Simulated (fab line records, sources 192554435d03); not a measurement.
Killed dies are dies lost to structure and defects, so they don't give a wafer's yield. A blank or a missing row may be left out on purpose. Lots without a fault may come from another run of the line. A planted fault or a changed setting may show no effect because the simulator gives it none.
Which tool did it? | flow n5_finfet | 10 lots, 30 wafers sampled, at 5 steps of a route of 1938

WHAT THE GAUGES READ, wafer by wafer
N5_BEOL_M4_RC_MEAS_101. Usual: DIBL_N 36.1 mV/V, standard deviation 1.7; DIBL_P 35.9 mV/V, standard deviation 2.1; IOFF_N 0.154 nA/um, standard deviation 0.029; IOFF_P 0.21 nA/um, standard deviation 0.035; ION_N 673 uA/um, standard deviation 10; ION_P 463 uA/um, standard deviation 7.5; SS_N 71.6 mV/dec, standard deviation 0.59; SS_P 73.2 mV/dec, standard deviation 0.69; VT_N 250.5 mV, standard deviation 2.9; VT_P -250 mV, standard deviation 3.2.
lot  | measured     | on        | DIBL_N (mV/V)  | DIBL_P (mV/V)  | IOFF_N (nA/um)    | IOFF_P (nA/um) | ION_N (uA/um) | ION_P (uA/um) | SS_N (mV/dec)  | SS_P (mV/dec)  | VT_N (mV)         | VT_P (mV)      | flag
L472 | day 8 10:36  | prober-02 | 38.7 37.7 36.0 | 39.4 37.9 37.8 | 0.182 0.165 0.146 | 0.26 0.24 0.23 | 668 662 661   | 458 454 462   | 72.7 72.7 71.7 | 73.5 73.6 73.2 | 252.3 253.9 252.5 | -247 -247 -249 |
L473 | day 8 05:05  | prober-01 | 39.6 37.8 38.2 | 38.2 35.8 36.4 | 0.231 0.185 0.194 | 0.30 0.25 0.26 | 687 672 683   | 465 468 464   | 71.7 72.2 72.5 | 74.2 74.4 73.7 | 244.0 250.5 248.7 | -247 -246 -247 |
L480 | day 10 12:09 | prober-02 | 37.4 35.2 34.7 | 37.2 35.1 34.6 | 0.176 0.135 0.126 | 0.23 0.20 0.18 | 692 687 679   | 477 476 466   | 72.4 71.7 72.3 | 74.2 73.3 72.6 | 247.8 250.7 253.0 | -248 -252 -252 |
L482 | day 11 12:47 | prober-02 | 35.3 35.3 32.9 | 35.5 35.3 32.6 | 0.162 0.161 0.119 | 0.23 0.23 0.19 | 678 677 666   | 464 464 459   | 71.4 70.8 70.7 | 74.0 73.5 71.7 | 251.4 250.4 253.0 | -245 -248 -247 |
L483 | day 11 15:58 | prober-02 | 33.6 33.6 34.8 | 33.4 33.1 33.9 | 0.137 0.119 0.134 | 0.19 0.18 0.18 | 669 661 667   | 463 460 459   | 71.1 71.2 70.8 | 73.1 72.8 73.3 | 251.4 252.9 253.3 | -253 -253 -252 |
L486 | day 12 03:58 | prober-02 | 36.9 36.1 37.9 | 36.6 36.0 37.5 | 0.160 0.148 0.186 | 0.22 0.20 0.22 | 668 674 668   | 460 460 456   | 72.4 71.6 72.3 | 73.3 73.1 72.8 | 250.9 252.0 248.8 | -250 -251 -253 |
L485 | day 12 04:52 | prober-01 | 35.6 35.3 36.7 | 35.8 35.4 36.4 | 0.148 0.140 0.151 | 0.21 0.20 0.20 | 668 665 661   | 462 458 454   | 71.5 71.5 72.3 | 73.6 73.0 72.6 | 250.8 251.8 250.6 | -250 -250 -250 |
L487 | day 12 15:35 | prober-01 | 35.5 35.6 34.0 | 36.0 37.0 34.9 | 0.133 0.142 0.113 | 0.21 0.23 0.19 | 670 665 665   | 466 469 466   | 71.0 70.6 71.3 | 73.6 73.3 72.9 | 254.2 249.0 253.2 | -249 -248 -248 |
L489 | day 12 11:14 | prober-01 | 38.0 35.1 38.2 | 37.8 33.7 37.4 | 0.192 0.117 0.187 | 0.24 0.17 0.22 | 691 650 687   | 469 449 468   | 72.7 71.3 72.1 | 73.1 72.9 73.4 | 248.7 255.1 246.8 | -248 -254 -250 |
L495 | day 14 10:16 | prober-02 | 36.6 36.2 38.7 | 33.7 33.5 37.3 | 0.141 0.131 0.171 | 0.17 0.17 0.21 | 670 669 675   | 458 457 456   | 71.2 70.7 71.6 | 73.6 72.3 73.7 | 252.5 253.5 247.2 | -254 -254 -250 |

WHICH TOOL RAN EACH LOT (tool, then ch and the chambers of the sampled wafers, then the start)
lot  | N5_BEOL_M0_ALD_136                  | N5_BEOL_M0_SPUTTER_134       | N5_BEOL_M0_CO_CAP_123            | N5_BEOL_M1_ILD_DEP_00
L472 | ald_metal-01 ch 1,2,3, day 6 01:07  | pvd_sputter-03, day 6 03:17  | cvd_co-01 ch 0,2, day 6 04:20    | pecvd-04 ch 0,1,2, day 6 04:37
L473 | ald_metal-01 ch 0,1,2, day 6 12:17  | pvd_sputter-02, day 6 13:00  | cvd_co-01 ch 0,2, day 6 14:00    | pecvd-03 ch 0,2, day 6 14:17
L480 | ald_metal-02 ch 1,2,3, day 8 01:50  | pvd_sputter-02, day 8 03:55  | cvd_co-02 ch 0,1, day 8 04:58    | pecvd-02 ch 0,1,2, day 8 05:14
L482 | ald_metal-03 ch 0,1,3, day 8 19:57  | pvd_sputter-01, day 8 23:35  | cvd_co-02 ch 0,1,2, day 9 00:37  | pecvd-03 ch 0,1,2, day 9 00:50
L483 | ald_metal-02 ch 1,2, day 9 02:22    | pvd_sputter-03, day 9 03:16  | cvd_co-01 ch 0,1, day 9 04:21    | pecvd-04 ch 0,1,2, day 9 04:36
L486 | ald_metal-03 ch 0,1,3, day 9 09:32  | pvd_sputter-02, day 9 10:15  | cvd_co-02 ch 1,2, day 9 11:14    | pecvd-02 ch 1,2, day 9 11:30
L485 | ald_metal-01 ch 0,1, day 9 21:17    | pvd_sputter-03, day 9 22:18  | cvd_co-02 ch 1,2, day 9 23:18    | pecvd-04 ch 0,1, day 9 23:34
L487 | ald_metal-01 ch 0,1,3, day 10 03:13 | pvd_sputter-03, day 10 04:23 | cvd_co-01 ch 0,2, day 10 05:32   | pecvd-04 ch 0,1, day 10 05:47
L489 | ald_metal-03 ch 0,1, day 10 04:50   | pvd_sputter-03, day 10 05:39 | cvd_co-02 ch 0,1,2, day 10 06:39 | pecvd-02 ch 0,2, day 10 06:55
L495 | ald_metal-01 ch 0,2,3, day 11 14:24 | pvd_sputter-01, day 11 15:10 | cvd_co-01 ch 0,2, day 11 16:19   | pecvd-02 ch 0,1,2, day 11 16:35
- N5_BEOL_M0_ALD_136: deposits TaN, pulse time 2 s, purge time 3 s, co reactant purge time 2 s.
- N5_BEOL_M0_SPUTTER_134: material Cu, target thk 4 nm, time 7.37 s.
- N5_BEOL_M0_CO_CAP_123: material Co, precursor CCTBA/H2, target thk 2 nm, time 102.1 s.
- N5_BEOL_M1_ILD_DEP_00: deposits SiOC from DEMS/O2, target thk 79 nm, time 15.3 s.

WHAT THE TOOLS THEMSELVES READ (means of the sampled wafers that have a number; where no wafer has one, the mark that the record gives instead)
N5_BEOL_M0_ALD_136. Usual: heater_power_w 422 W, standard deviation 42; precursor_vessel_pressure_torr 26.26 Torr, standard deviation 0.052.
lot  | tool         | heater_power_w (W) | precursor_vessel_pressure_torr (Torr) | flag
L472 | ald_metal-01 | 431                | 26.26                                 |
L473 | ald_metal-01 | 449                | 26.21                                 |
L480 | ald_metal-02 | 429                | 26.23                                 |
L482 | ald_metal-03 | 419                | 26.28                                 |
L483 | ald_metal-02 | 382                | 26.27                                 |
L486 | ald_metal-03 | 419                | 26.28                                 |
L485 | ald_metal-01 | 468                | 26.23                                 |
L487 | ald_metal-01 | 433                | 26.24                                 |
L489 | ald_metal-03 | 433                | 26.27                                 |
L495 | ald_metal-01 | 419                | 26.19                                 |

N5_BEOL_M0_SPUTTER_134. Usual: chamber_pressure_pa 0.07002 Pa, standard deviation 0.00014; throttle_valve_pct 30.1 %, standard deviation 1.1.
lot  | tool           | chamber_pressure_pa (Pa) | throttle_valve_pct (%) | flag
L472 | pvd_sputter-03 | 0.07007                  | 30.1                   |
L473 | pvd_sputter-02 | 0.07012                  | 31.4                   |
L480 | pvd_sputter-02 | 0.07017                  | 30.9                   |
L482 | pvd_sputter-01 | 0.07010                  | 28.8                   |
L483 | pvd_sputter-03 | 0.06998                  | 29.2                   |
L486 | pvd_sputter-02 | 0.07004                  | 30.4                   |
L485 | pvd_sputter-03 | 0.07006                  | 29.5                   |
L487 | pvd_sputter-03 | 0.07002                  | 29.5                   |
L489 | pvd_sputter-03 | 0.07009                  | 29.6                   |
L495 | pvd_sputter-01 | 0.06987                  | 29.6                   |

N5_BEOL_M0_CO_CAP_123. Usual: chamber_pressure_Torr 29.99 Torr, standard deviation 0.064; heater_power_outer_w 114 W, standard deviation 12; heater_power_w 222 W, standard deviation 18.
lot  | tool      | chamber_pressure_Torr (Torr) | heater_power_outer_w (W) | heater_power_w (W) | flag
L472 | cvd_co-01 | 29.96                        | 110                      | 214                |
L473 | cvd_co-01 | 29.95                        | 110                      | 210                |
L480 | cvd_co-02 | 30.01                        | 123                      | 231                |
L482 | cvd_co-02 | 30.08                        | 109                      | 218                |
L483 | cvd_co-01 | 29.99                        | 119                      | 231                |
L486 | cvd_co-02 | -                            | -                        | -                  | OFF
L485 | cvd_co-02 | -                            | -                        | -                  | OFF
L487 | cvd_co-01 | 29.91                        | 112                      | 215                |
L489 | cvd_co-02 | 29.96                        | 111                      | 221                |
L495 | cvd_co-01 | 30.06                        | 111                      | 215                |

N5_BEOL_M1_ILD_DEP_00. Usual: heater_power_w 499 W, standard deviation 58; showerhead_plenum_p_Torr 5.693 Torr, standard deviation 0.013; throttle_valve_pct 11.7 %, standard deviation 0.82.
lot  | tool     | heater_power_w (W) | showerhead_plenum_p_Torr (Torr) | throttle_valve_pct (%) | flag
L472 | pecvd-04 | 541                | 5.700                           | 12.0                   |
L473 | pecvd-03 | 487                | 5.697                           | 11.4                   |
L480 | pecvd-02 | 477                | 5.687                           | 11.6                   |
L482 | pecvd-03 | 523                | 5.693                           | 12.1                   |
L483 | pecvd-04 | 541                | 5.706                           | 11.9                   |
L486 | pecvd-02 | 422                | 5.680                           | 11.5                   |
L485 | pecvd-04 | 549                | 5.710                           | 11.7                   |
L487 | pecvd-04 | 516                | 5.694                           | 11.8                   |
L489 | pecvd-02 | 469                | 5.693                           | 11.3                   |
L495 | pecvd-02 | 465                | 5.692                           | 11.5                   |

THE ANSWER, worked out from the rows above alone
Rule: a lot is off if the mean of its wafers that have a number lies more than 3 standard deviations from the usual mean. A lot without any number at a reading at which 4 lots or more have one is off too. The other lots that the step has rows for count as sound. The gauges are gone through in route order, then the tools' own readings, and for those a lot's mean is taken as printed above. The first step at which some lot is off is used, and at that step the reading that is off furthest; a lot without a number counts as furthest.
Off: L486, L485, at N5_BEOL_M0_CO_CAP_123 (chamber_pressure_Torr). Without a number there: L486, L485.
A tool fits if, at that step or a process step before it, it ran every lot that is off, and no sound lot after the first of them. None of those tried fits.

WHAT THE SIMULATOR HAD PUT IN
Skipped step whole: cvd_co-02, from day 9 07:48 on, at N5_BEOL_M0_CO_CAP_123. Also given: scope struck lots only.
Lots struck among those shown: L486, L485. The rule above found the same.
